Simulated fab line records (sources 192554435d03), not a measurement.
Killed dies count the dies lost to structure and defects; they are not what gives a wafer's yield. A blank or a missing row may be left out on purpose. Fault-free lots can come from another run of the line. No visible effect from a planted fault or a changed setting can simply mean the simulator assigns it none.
3 desks, one fault | flow n5-finfet | every desk sees just its own numbers, and what lay behind them comes last

## AT THE TOOL OWNER'S DESK: rie-diel-05
The tool's own readings at N5_BEOL_M14_ETCH_59 (etches BARC in N2/H2, target depth 89 nm, overetch 26.7 nm, time 67.9 s): means of the sampled wafers that have a number, for each lot that ran on this tool. A lot is out of limits, marked OUT, if its mean lies more than 4 standard deviations from the usual mean; the brackets give that distance.
Columns: A = drypump-motor-current-A at N5_BEOL_M14_ETCH_59, usual 5.6 A; B = oes-product-au at N5_BEOL_M14_ETCH_59, usual 0.69 a.u.; C = rf-fwd-power-W at N5_BEOL_M14_ETCH_59, usual 832 W; D = rf-vpp-V at N5_BEOL_M14_ETCH_59, usual 524 V; E = showerhead-plenum-p-Torr at N5_BEOL_M14_ETCH_59, usual 2.54 Torr; F = throttle-valve-pct at N5_BEOL_M14_ETCH_59, usual 17.8 %
lot  | first seen here | A   | B    | C   | D   | E    | F
L235 | day 12 11:00    | 5.6 | 0.69 | 832 | 523 | 2.53 | 17.7
L255 | day 18 14:43    | 5.5 | 0.70 | 832 | 526 | 2.62 | 17.7
Finding of this desk: none of the 2 lots has anything out of limits.

## METROLOGY DESK
What the gauges read for every lot (on any tool): the sampled wafers with a number, averaged. A lot is out of limits, marked OUT, if its mean lies more than 4 standard deviations from the usual mean; the brackets give that distance.
Columns: A = cd-nm at N5_BEOL_M14_CD_MEAS_10, usual 248.8 nm; B = V13_OVL at N5_BEOL_M14_OVL_MEAS_11, usual 2 nm
lot  | first seen here | A     | B
L235 | day 12 10:11    | 250.5 | 5
L238 | day 13 19:59    | 250.5 | 0
L255 | day 18 14:35    | 250.4 | 3
L257 | day 19 18:01    | 250.1 | 2
L258 | day 19 18:30    | 249.2 | 1
Finding of this desk: none of the 5 lots has anything out of limits.

## THE DEFECT DESK
Per lot, the means of the sampled wafers with a number show what the inspections along the route counted. A lot is out of limits, marked OUT, if its mean lies more than 4 standard deviations from the usual mean; the brackets give that distance.
Columns: A = raw-defect-count at N5_BEOL_M14_INSPECT_12, usual 2.1
lot  | first seen here | A
L235 | day 12 10:14    | 2.3
L238 | day 13 20:03    | 2.3
L255 | day 18 14:38    | 1.0
L257 | day 19 18:04    | 0.0
L258 | day 19 18:33    | 1.0
Finding of this desk: none of the 5 lots has anything out of limits.

## PUT TOGETHER
Nothing out of limits was seen by the tool owner's desk.
Metrology desk: nothing out of limits seen.
Nothing the defect desk looked at was out of limits.

## WHAT THE SIMULATOR PUT IN
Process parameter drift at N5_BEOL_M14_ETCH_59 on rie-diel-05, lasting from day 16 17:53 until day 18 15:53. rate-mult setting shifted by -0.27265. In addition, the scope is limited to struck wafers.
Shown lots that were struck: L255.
